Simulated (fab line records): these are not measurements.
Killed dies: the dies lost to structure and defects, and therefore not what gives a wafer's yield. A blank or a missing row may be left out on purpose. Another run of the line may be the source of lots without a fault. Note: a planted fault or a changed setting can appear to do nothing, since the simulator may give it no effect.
fab line records	flow n5Finfet
[record] lots = 7	wafers = 21
route steps=1938 shown BEOL_M10@1496 BEOL_M12@1639 BEOL_M14@1743 BEOL_M15@1797
startH: hours from the record's opening day to when the first of the lot's shown wafers began	waitH: hours since the lot's step before	" the same as in the row above	L1.1+2: several wafers, shown together as one row	- no value, or no start given	* or withheld: withheld	< > ~ a bound
route shown NAME@n: a module of which the file shows steps, and the number in the route of the first	usual: mean and standard deviation over wafers with no fault	same: alike in all rows	chamber/n: place in a boat	sites: readings site by site	_std_site: the standard deviation of these	_edge_site: outer sites' mean less inner sites'	radiusMm: for every site, how far away it sits from the centre of the wafer	mask NAME#n: copy n	behind: tool/chamber where the wafer was last shaped	hold: cause of the lot's hold/its duration in hours/its outcome	device: the n, p or np transistor that did not switch	end of line: at the end of the route, the tests of the same wafers	a step given without rows: its recipe and nothing more	killed: dies lost to structure and defects at the first sort, not the wafer's yield	map: shows each die of a wafer: x if killed, . if not, _ if none is there
set.NAME: the setting that was run; set.NAME@STEP: the one run at that earlier step	model.NAME: the simulator's own value behind a step, which no gauge read
one table per step and one row per wafer, for lots whose settings were changed on purpose
[[steps]]
[step N5_BEOL_M10_COAT_22]
[recipe] resist = CAR-ArF	spinRpm = 1500	resistThkNm = 90
lot.wafer	tool	chamber	startH	waitH	set.spinRpm	model.CAR-ArF_of_BEOL_M10_COAT_22.thkNm
L077.2	lithoTrack-04	0	-	-	1500	90.6
L077.4+5	"	0	"	"	1500	90.2
L076.1	lithoTrack-01	0	-	-	1449	91.6
L076.2	"	0	"	"	1500	90.4
L076.6	"	0	"	"	1449	91.8
L081.4+5	lithoTrack-01	0	-	-	1500	89.8
L081.6	"	0	"	"	1378	93.6
L080.2+6	lithoTrack-04	0	-	-	1500	89.8
L080.5	"	0	"	"	1500	90
L084.1	lithoTrack-01	0	-	-	1500	89.6
L084.4+5	"	0	"	"	1500	89.8
L085.2+5	lithoTrack-04	0	-	-	1500	90
L085.3	"	0	"	"	1594	87.4
L095.1	lithoTrack-04	0	-	-	1500	90.2
L095.2	"	0	"	"	1635	86.6
L095.5	"	0	"	"	1635	86.2
[step N5_BEOL_M10_EBR_24]
[recipe] solvent = PGMEA	ebrWidthMm = 1.5
[step N5_BEOL_M10_SOFTBAKE_23]
[recipe] tempC = 110	timeS = 60	resist = CAR-ArF
[step N5_BEOL_M10_EXPOSE_25]
[recipe] maskId = V9	na = 1.35	sourceShape = annular	sigmaInner = 0.5	sigmaOuter = 0.8	polarization = unpolarized	doseMj = 85.5
[step N5_BEOL_M10_PEB_26]
[recipe] pebTempC = withheld	pebTimeS = 60	resist = CAR-ArF
[step N5_BEOL_M10_DEVELOP_27]
[recipe] developTimeS = 30	developer = TMAH	resist = CAR-ArF	rinseLiquid = diw	dry = airSpin	devTempC = 23
lot.wafer	tool	chamber	startH	waitH	set.spinRpm@BEOL_M10_COAT_22	model.CAR-ArF_of_BEOL_M10_COAT_22.thkNm
L077.2	lithoTrack-04	0	-	-	1500	88.8
L077.4+5	"	0	"	"	1500	88.6
L076.1	lithoTrack-03	0	-	-	1449	90
L076.2	"	0	"	"	1500	88.6
L076.6	"	0	"	"	1449	90.2
L081.4	lithoTrack-04	0	-	-	1500	88.2
L081.5	"	0	"	"	1500	88
L081.6	"	0	"	"	1378	92
L080.2+5+6	lithoTrack-04	0	-	-	1500	88.2
L084.1+5	lithoTrack-01	0	-	-	1500	88
L084.4	"	0	"	"	1500	88.2
L085.2+5	lithoTrack-03	0	-	-	1500	88.2
L085.3	"	0	"	"	1594	85.6
L095.1	lithoTrack-03	0	-	-	1500	88.4
L095.2	"	0	"	"	1635	84.8
L095.5	"	0	"	"	1635	84.6
[step N5_BEOL_M10_DESCUM_33]
[recipe] chemistry = O2	timeS = 7.9	sourcePowerW = 50	biasPowerW = 20	pressureMtorr = 20	rfFrequencyHz = 2.712e+07	tempC = 40	resist = CAR-ArF	o2FlowSccm = 225
[step N5_BEOL_M10_ETCH_65]
[recipe] chemistry = CF4	target = SiARC	targetDepthA = 390	maskMaterial = CAR-ArF	timeS = 65	ionEnergyEv = 80	pressureMtorr = 40	sourceW = 545	biasW = 36	Ar_flow_sccm = 100	cf4FlowSccm = 100	ends = cleared
lot.wafer	tool	chamber	startH	waitH	set.spinRpm@BEOL_M10_COAT_22	model.CAR-ArF_of_BEOL_M10_COAT_22.thkNm
L077.2	rieDiel-02	0	233.77	0.0	1500	56
L077.4+5	"	3,2	"	"	1500	55.8
L076.1	rieDiel-02	2	237.51	0.0	1449	57.2
L076.2	"	1	"	"	1500	56
L076.6	"	0	"	"	1449	57.6
L081.4+5	rieDiel-02	3,1	247.51	0.0	1500	55.4
L081.6	"	2	"	"	1378	59.4
L080.2	rieDiel-02	1	259.13	0.0	1500	55.2
L080.5+6	"	3,1	"	"	1500	55.4
L084.1+5	rieDiel-04	2,1	293.63	0.0	1500	55.2
L084.4	"	2	"	"	1500	55.4
L085.2+5	rieDiel-06	1	297.17	0.0	1500	55.6
L085.3	"	3	"	"	1594	53
L095.1	rieDiel-06	3	355.07	0.0	1500	55.8
L095.2	"	0	"	"	1635	52
L095.5	"	2	"	"	1635	51.8
[step N5_BEOL_M12_TRENCH_ETCH_34]
[recipe] chemistry = C4F8/O2/Ar	target = SiOC	targetDepthA = 3189.5	maskMaterial = SOC	pressureMtorr = 30	sourceW = 3000	biasW = 700	Ar_flow_sccm = 400	C4F8_flow_sccm = 15	O2_flow_sccm = 8	heInnerTorr = 15	heOuterTorr = 30	timeS = 125.5	ionEnergyEv = 250
lot.wafer	tool	chamber	startH	waitH	set.timeS	model.etch.depthNm
L077.2	rieDiel-04	1	246.11	0.0	125.5	326.4
L077.4	"	0	"	"	125.5	314.4
L077.5	"	0	"	"	125.5	317.4
L076.1	rieDiel-06	2	250.31	0.0	125.5	311.8
L076.2	"	1	"	"	125.5	322.6
L076.6	"	2	"	"	116.8	288.2
L081.4	rieDiel-04	1	263.36	0.0	101	262
L081.5	"	2	"	"	101	255.4
L081.6	"	1	"	"	125.5	327.6
L080.2	rieDiel-06	0	273.72	0.0	125.5	327.4
L080.5	"	1	"	"	153.3	391.8
L080.6	"	0	"	"	125.5	323.9
L084.1	rieDiel-02	3	308.08	0.0	125.5	314.9
L084.4	"	0	"	"	125.5	329
L084.5	"	0	"	"	98.28	257.6
L085.2	rieDiel-04	1	313.07	0.0	125.5	323.7
L085.3	"	3	"	"	107.7	271.4
L085.5	"	1	"	"	107.7	276.8
L095.1	rieDiel-04	3	365.96	0.0	125.5	310.5
L095.2	"	0	"	"	125.5	316.9
L095.5	"	0	"	"	125.5	315.5
[step N5_BEOL_M12_STRIP_70]
[recipe] chemistry = C4F8/O2/Ar	resist = SiARC	rfFrequencyHz = 6e+07
[step N5_BEOL_M12_OCD_MEAS_35]
[usual] trenchDepthNm = 319/5.9
lot.wafer	tool	chamber	startH	waitH	set.timeS@BEOL_M12_TRENCH_ETCH_34	trenchDepthNm
L077.2	ocd-02	-	246.27	0.0	125.5	326
L077.4	"	-	"	"	125.5	315
L077.5	"	-	"	"	125.5	318
L076.1	ocd-02	-	250.47	0.0	125.5	311
L076.2	"	-	"	"	125.5	323
L076.6	"	-	"	"	116.8	289
L081.4	ocd-02	-	263.52	0.0	101	262
L081.5	"	-	"	"	101	255
L081.6	"	-	"	"	125.5	328
L080.2	ocd-01	-	273.87	0.0	125.5	328
L080.5	"	-	"	"	153.3	392
L080.6	"	-	"	"	125.5	324
L084.1	ocd-01	-	308.23	0.0	125.5	315
L084.4	"	-	"	"	125.5	329
L084.5	"	-	"	"	98.28	257
L085.2	ocd-01	-	313.23	0.0	125.5	324
L085.3	"	-	"	"	107.7	272
L085.5	"	-	"	"	107.7	277
L095.1	ocd-02	-	366.11	0.0	125.5	310
L095.2	"	-	"	"	125.5	316
L095.5	"	-	"	"	125.5	315
[step N5_BEOL_M12_STRIP_37]
[recipe] chemistry = N2/H2	powerW = 1000	tempC = 250	h2Frac = 0.65	overashFraction = 0.3	pressureMtorr = withheld	n2FlowSccm = 1750	h2FlowSccm = 3250
[step N5_BEOL_M12_ETCH_38]
[recipe] chemistry = CF4/N2	target = SiCN	targetDepthA = 687	taperDeg = 2	timeS = 73.4	ionEnergyEv = 150	maskMaterial = SiO2	pressureMtorr = 40	sourceW = 430	biasW = 70	Ar_flow_sccm = 100	cf4FlowSccm = 60	n2FlowSccm = 60
[step N5_BEOL_M12_ECD_47]
[recipe] material = Cu	targetThkA = 7200
[step N5_BEOL_M12_ANNEAL_48]
[recipe] tempC = 225	timeS = 90	ambient = N2
[step N5_BEOL_M12_CMP_49]
[recipe] stopOn = SiOC	tOverpolishS = 20.6	downForcePsi = 1	platenRpm = 50	clearingPlatenDownForcePsi = 1.5	clearingPlatenRpm = 50	postCmpClean = cuAlkaline	targetThkNm = 320	clearingPlatenPadVelocityMS = 0.99484	padVelocityMS = 0.99484
lot.wafer	tool	chamber	startH	waitH	set.timeS@BEOL_M12_TRENCH_ETCH_34	model.Cu_of_BEOL_M12_ECD_47.thkNm
L077.4	cmp-01	3	249.13	0.2	125.5	316.8
L077.2	"	2	"	"	125.5	329.6
L077.5	"	0	"	"	125.5	320.8
L076.1	cmp-04	3	257.93	0.5	125.5	313.2
L076.2	"	1	"	"	125.5	324
L076.6	"	2	"	"	116.8	289.4
L081.4	cmp-01	1	264.77	0.2	101	263.8
L081.5	"	3	"	"	101	257.6
L081.6	"	0	"	"	125.5	330.4
L080.2	cmp-03	1	276.83	0.3	125.5	328.4
L080.6	"	3	"	"	125.5	326
L080.5	"	0	"	"	153.3	393.4
L084.4	cmp-03	0	309.79	0.1	125.5	329.2
L084.1	"	1	"	"	125.5	316
L084.5	"	0	"	"	98.28	258.4
L085.2	cmp-04	1	315.14	0.2	125.5	327.4
L085.3	"	2	"	"	107.7	274.8
L085.5	"	0	"	"	107.7	279.4
L095.2	cmp-03	1	371.50	0.2	125.5	318.4
L095.1	"	3	"	"	125.5	312.4
L095.5	"	1	"	"	125.5	316.8
[step N5_BEOL_M12_THK_MEAS_50]
[recipe] thkMeasGauge = xrf	reads = Cu_of_BEOL_M12_ECD_47
[usual] M12_THK = 322/6.6
lot.wafer	tool	chamber	startH	waitH	set.timeS@BEOL_M12_TRENCH_ETCH_34	M12_THK[nm]
L077.2	filmMetro-02	-	249.43	-	125.5	326
L077.4	"	-	"	"	125.5	313
L077.5	"	-	"	"	125.5	320
L076.1	filmMetro-01	-	258.19	-	125.5	313
L076.2	"	-	"	"	125.5	323
L076.6	"	-	"	"	116.8	288
L081.4	filmMetro-02	-	264.99	-	101	263
L081.5	"	-	"	"	101	255
L081.6	"	-	"	"	125.5	330
L080.2	filmMetro-01	-	277.05	-	125.5	329
L080.5	"	-	"	"	153.3	392
L080.6	"	-	"	"	125.5	327
L084.1	filmMetro-01	-	310.09	-	125.5	316
L084.4	"	-	"	"	125.5	330
L084.5	"	-	"	"	98.28	259
L085.2	filmMetro-01	-	315.39	-	125.5	329
L085.3	"	-	"	"	107.7	277
L085.5	"	-	"	"	107.7	282
L095.1	filmMetro-01	-	371.80	-	125.5	312
L095.2	"	-	"	"	125.5	318
L095.5	"	-	"	"	125.5	316
[step N5_BEOL_M12_PRE_CLEAN_52]
[recipe] gas = NH3	timeS = 15	tempC = withheld	rfPowerW = 300
[step N5_BEOL_M12_DEP_53]
[recipe] material = SiCN	targetThkA = 300	tempC = withheld	precursor = 3MS/NH3	pressureTorr = 3	rfW = 675	timeS = 10.5
[step N5_BEOL_M12_RS_MEAS_54]
[recipe] thkMeasGauge = four-point-probe	reads = Cu_of_BEOL_M12_ECD_47+Ta_of_BEOL_M12_SPUTTER_44+TaN_of_BEOL_M12_SPUTTER_43
[usual] M12_RS = 0.0599/0.0012
lot.wafer	tool	chamber	startH	waitH	set.timeS@BEOL_M12_TRENCH_ETCH_34	M12_RS[ohm/sq]
L077.2	filmMetro-01	-	249.55	0.0	125.5	0.0582
L077.4	"	-	"	"	125.5	0.0606
L077.5	"	-	"	"	125.5	0.0598
L076.1	filmMetro-02	-	258.34	0.1	125.5	0.0613
L076.2	"	-	"	"	125.5	0.0592
L076.6	"	-	"	"	116.8	0.0668
L081.4	filmMetro-01	-	265.11	0.0	101	0.0733
L081.5	"	-	"	"	101	0.0753
L081.6	"	-	"	"	125.5	0.0580
L080.2	filmMetro-02	-	277.17	0.0	125.5	0.0585
L080.5	"	-	"	"	153.3	0.0484
L080.6	"	-	"	"	125.5	0.0590
L084.1	filmMetro-02	-	310.21	0.0	125.5	0.0608
L084.4	"	-	"	"	125.5	0.0582
L084.5	"	-	"	"	98.28	0.0752
L085.2	filmMetro-01	-	315.52	0.0	125.5	0.0586
L085.3	"	-	"	"	107.7	0.0705
L085.5	"	-	"	"	107.7	0.0692
L095.1	filmMetro-02	-	371.92	0.0	125.5	0.0614
L095.2	"	-	"	"	125.5	0.0603
L095.5	"	-	"	"	125.5	0.0606
[step N5_BEOL_M14_PEB_26]
[recipe] pebTempC = 130	pebTimeS = 90
lot.wafer	tool	chamber	startH	waitH	set.pebTempC
L077.2+4+5	lithoTrack-03	0	257.33	0.0	130
L076.1+2	lithoTrack-02	0	264.94	0.1	130
L076.6	"	0	"	"	132.9
L081.4+6	lithoTrack-05	0	272.94	0.0	133.4
L081.5	"	0	"	"	130
L080.2+5	lithoTrack-03	0	290.10	0.0	130
L080.6	"	0	"	"	126.7
L084.1+4	lithoTrack-03	0	317.54	0.1	130
L084.5	"	0	"	"	127.4
L085.2+3+5	lithoTrack-02	0	323.59	0.0	130
L095.1+5	lithoTrack-03	0	382.81	0.1	130
L095.2	"	0	"	"	126.9
[step N5_BEOL_M14_DEVELOP_27]
[recipe] developTimeS = 45	rinseLiquid = diw	dry = airSpin	devTempC = 21
[step N5_BEOL_M14_HARDBAKE_32]
[recipe] tempC = 130	timeS = 120
[step N5_BEOL_M14_CD_MEAS_28]
[recipe] targetCdNm = 284.4	landingEnergyEv = 500	detector = seInlens
[usual] cdNm = 285.8/2.2
lot.wafer	tool	chamber	startH	waitH	set.pebTempC@BEOL_M14_PEB_26	cdNm
L077.2	cdSem-01	0	257.44	-	130	285.9
L077.4	"	0	"	"	130	283.9
L077.5	"	0	"	"	130	282.8
L076.1	cdSem-03	0	265.05	-	130	285.9
L076.2	"	0	"	"	130	287.9
L076.6	"	0	"	"	132.9	298.0
L081.4	cdSem-01	0	273.05	-	133.4	298.5
L081.5	"	0	"	"	130	286.6
L081.6	"	0	"	"	133.4	302.3
L080.2	cdSem-03	0	290.21	-	130	287.5
L080.5	"	0	"	"	130	285.9
L080.6	"	0	"	"	126.7	268.2
L084.1	cdSem-01	0	317.66	-	130	284.0
L084.4	"	0	"	"	130	287.8
L084.5	"	0	"	"	127.4	277.5
L085.2	cdSem-01	0	323.71	-	130	289.3
L085.3	"	0	"	"	130	288.0
L085.5	"	0	"	"	130	287.6
L095.1	cdSem-01	0	382.92	-	130	285.2
L095.2	"	0	"	"	126.9	268.9
L095.5	"	0	"	"	130	286.6
[step N5_BEOL_M14_DESCUM_33]
[recipe] chemistry = O2	timeS = 7.9	sourcePowerW = 50	biasPowerW = 20	pressureMtorr = 20	rfFrequencyHz = 2.712e+07	tempC = 40	o2FlowSccm = 225
lot.wafer	tool	chamber	startH	waitH	set.timeS	set.pebTempC@BEOL_M14_PEB_26	model.BEOL_M14.cdNm
L077.2	rieDiel-02	2	257.90	0.4	7.9	130	285.8
L077.4	"	1	"	"	7.9	130	283.8
L077.5	"	3	"	"	7.9	130	282.4
L076.1	rieDiel-02	2	265.25	0.1	6.399	130	286.4
L076.2	"	3	"	"	7.9	130	287.8
L076.6	"	1	"	"	6.399	132.9	297.2
L081.4	rieDiel-04	0	273.14	0.0	6.503	133.4	298.2
L081.5	"	1	"	"	7.9	130	286.8
L081.6	"	2	"	"	6.503	133.4	302.2
L080.2	rieDiel-06	0	290.30	0.0	7.9	130	287.2
L080.5	"	1	"	"	8.743	130	285.8
L080.6	"	0	"	"	7.9	126.7	268.2
L084.1	rieDiel-04	2	317.74	0.0	7.9	130	284.4
L084.4	"	3	"	"	9.109	130	287.8
L084.5	"	2	"	"	9.109	127.4	277.8
L085.2	rieDiel-06	2	323.87	0.1	6.245	130	289
L085.3	"	0	"	"	7.9	130	288.2
L085.5	"	2	"	"	6.245	130	287.2
L095.1	rieDiel-06	3	383.01	0.0	7.9	130	285.6
L095.2	"	0	"	"	7.9	126.9	269
L095.5	"	3	"	"	6.298	130	286.6
[step N5_BEOL_M14_ETCH_67]
[recipe] chemistry = CF4	target = SiARC	targetDepthA = 1430	timeS = 238.3	ionEnergyEv = 80	pressureMtorr = 40	sourceW = 545	biasW = 36	Ar_flow_sccm = 100	cf4FlowSccm = 100	ends = cleared
[step N5_BEOL_M14_ETCH_68]
[recipe] chemistry = N2/H2	target = SOC	maskMaterial = SiARC	sourceW = 3000	biasW = 350	tempC = 40	timeS = 450	ionEnergyEv = 200	pressureMtorr = 30	n2FlowSccm = 200	h2FlowSccm = 200
lot.wafer	tool	chamber	startH	waitH	set.pebTempC@BEOL_M14_PEB_26	model.BEOL_M14.cdNm
L077.2	rieDiel-02	2	258.08	0.1	130	281.8
L077.4	"	1	"	"	130	278.4
L077.5	"	3	"	"	130	276.2
L076.1	rieDiel-02	2	265.44	0.1	130	284
L076.2	"	3	"	"	130	282.6
L076.6	"	1	"	"	132.9	293.6
L081.4	rieDiel-04	0	273.32	0.1	133.4	292.2
L081.5	"	1	"	"	130	280.6
L081.6	"	2	"	"	133.4	297.2
L080.2	rieDiel-06	0	290.48	0.1	130	284
L080.5	"	1	"	"	130	280.6
L080.6	"	0	"	"	126.7	265.8
L084.1	rieDiel-04	2	317.93	0.1	130	281.6
L084.4	"	3	"	"	130	281
L084.5	"	2	"	"	127.4	275.2
L085.2	rieDiel-06	2	324.05	0.1	130	280.4
L085.3	"	0	"	"	130	285.2
L085.5	"	2	"	"	130	278
L095.1	rieDiel-06	3	383.19	0.1	130	281.4
L095.2	"	0	"	"	126.9	266.2
L095.5	"	3	"	"	130	281.2
[step N5_BEOL_M14_STRIP_69]
[recipe] chemistry = N2/H2	tempC = 40	n2FlowSccm = 200	h2FlowSccm = 200	rfFrequencyHz = 6e+07
[step N5_BEOL_M14_TRENCH_ETCH_34]
[recipe] chemistry = C4F8/O2/Ar	target = SiO2	targetDepthA = 5566.5	maskMaterial = SOC	heInnerTorr = 15	heOuterTorr = 30	timeS = 126.9	ionEnergyEv = 800	pressureMtorr = 20	sourceW = 1905	biasW = 2040	Ar_flow_sccm = 400	C4F8_flow_sccm = 16	O2_flow_sccm = 12
lot.wafer	tool	chamber	startH	waitH	set.pebTempC@BEOL_M14_PEB_26	model.BEOL_M14.cdNm
L077.2	rieDiel-02	2	258.36	0.0	130	282.2
L077.4	"	1	"	"	130	278.8
L077.5	"	3	"	"	130	276.6
L076.1	rieDiel-02	2	265.71	0.0	130	284.2
L076.2	"	3	"	"	130	283
L076.6	"	1	"	"	132.9	294.2
L081.4	rieDiel-04	0	273.59	0.0	133.4	293
L081.5	"	1	"	"	130	280.8
L081.6	"	2	"	"	133.4	296.8
L080.2	rieDiel-06	0	290.76	0.0	130	284
L080.5	"	1	"	"	130	280.4
L080.6	"	0	"	"	126.7	266
L084.1	rieDiel-04	2	318.20	0.0	130	281.4
L084.4	"	3	"	"	130	280.8
L084.5	"	2	"	"	127.4	275
L085.2	rieDiel-06	2	324.33	0.0	130	279.6
L085.3	"	0	"	"	130	285.4
L085.5	"	2	"	"	130	277.2
L095.1+5	rieDiel-06	3	383.47	0.0	130	281.4
L095.2	"	0	"	"	126.9	266.6
[step N5_BEOL_M15_COAT_22]
[recipe] spinRpm = 1704	resistThkNm = 800
lot.wafer	tool	chamber	startH	waitH	set.spinRpm	model.coat_of_BEOL_M15_COAT_22.thkNm
L077.2	lithoTrack-04	0	-	-	1704	798.2
L077.4	"	0	"	"	1704	801
L077.5	"	0	"	"	1704	800.4
L076.1	lithoTrack-04	0	-	-	1704	802.2
L076.2	"	0	"	"	1552	844.4
L076.6	"	0	"	"	1552	839.4
L081.4	lithoTrack-01	0	-	-	1704	794.6
L081.5	"	0	"	"	1867	759.2
L081.6	"	0	"	"	1704	793.4
L080.2	lithoTrack-03	0	-	-	1577	835.4
L080.5	"	0	"	"	1704	803.6
L080.6	"	0	"	"	1704	801.8
L084.1	lithoTrack-04	0	-	-	1845	769.8
L084.4	"	0	"	"	1845	768.2
L084.5	"	0	"	"	1704	800.8
L085.2	lithoTrack-03	0	-	-	1795	776.6
L085.3+5	"	0	"	"	1704	798
L095.1	lithoTrack-01	0	-	-	1839	769.8
L095.2	"	0	"	"	1839	771.2
L095.5	"	0	"	"	1839	769.4
[[key]]
[split] step = N5_BEOL_M10_COAT_22	setting = spinRpm	stated = 1500	by = wafer
[response] step = N5_BEOL_M10_COAT_22	reading = model.CAR-ArF_of_BEOL_M10_COAT_22.thkNm	change = -0.433	per = 1%	r = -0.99
[response] step = N5_BEOL_M10_DEVELOP_27	reading = model.CAR-ArF_of_BEOL_M10_COAT_22.thkNm	change = -0.436	per = 1%	r = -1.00
[response] step = N5_BEOL_M10_ETCH_65	reading = model.CAR-ArF_of_BEOL_M10_COAT_22.thkNm	change = -0.448	per = 1%	r = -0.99
[split] step = N5_BEOL_M12_TRENCH_ETCH_34	setting = timeS	stated = 125.5	by = wafer
[response] step = N5_BEOL_M12_TRENCH_ETCH_34	reading = model.etch.depthNm	change = +3.21	per = 1%	r = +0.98
[response] step = N5_BEOL_M12_OCD_MEAS_35	reading = trenchDepthNm	change = +3.21	per = 1%	r = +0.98
[response] step = N5_BEOL_M12_CMP_49	reading = model.Cu_of_BEOL_M12_ECD_47.thkNm	change = +3.23	per = 1%	r = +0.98
[response] step = N5_BEOL_M12_THK_MEAS_50	reading = M12_THK	change = +3.21	per = 1%	r = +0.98
[response] step = N5_BEOL_M12_RS_MEAS_54	reading = M12_RS	change = -0.000687	per = 1%	r = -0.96
[split] step = N5_BEOL_M14_PEB_26	setting = pebTempC	stated = 130	by = wafer
[response] step = N5_BEOL_M14_CD_MEAS_28	reading = cdNm	change = +5.91	per = 1%	r = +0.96
[response] step = N5_BEOL_M14_DESCUM_33	reading = model.BEOL_M14.cdNm	change = +5.78	per = 1%	r = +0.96
[response] step = N5_BEOL_M14_ETCH_68	reading = model.BEOL_M14.cdNm	change = +5.37	per = 1%	r = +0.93
[response] step = N5_BEOL_M14_TRENCH_ETCH_34	reading = model.BEOL_M14.cdNm	change = +5.34	per = 1%	r = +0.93
[split] step = N5_BEOL_M14_DESCUM_33	setting = timeS	stated = 7.9	by = wafer
response none clear
[split] step = N5_BEOL_M15_COAT_22	setting = spinRpm	stated = 1704	by = wafer
[response] step = N5_BEOL_M15_COAT_22	reading = model.coat_of_BEOL_M15_COAT_22.thkNm	change = -4.04	per = 1%	r = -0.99
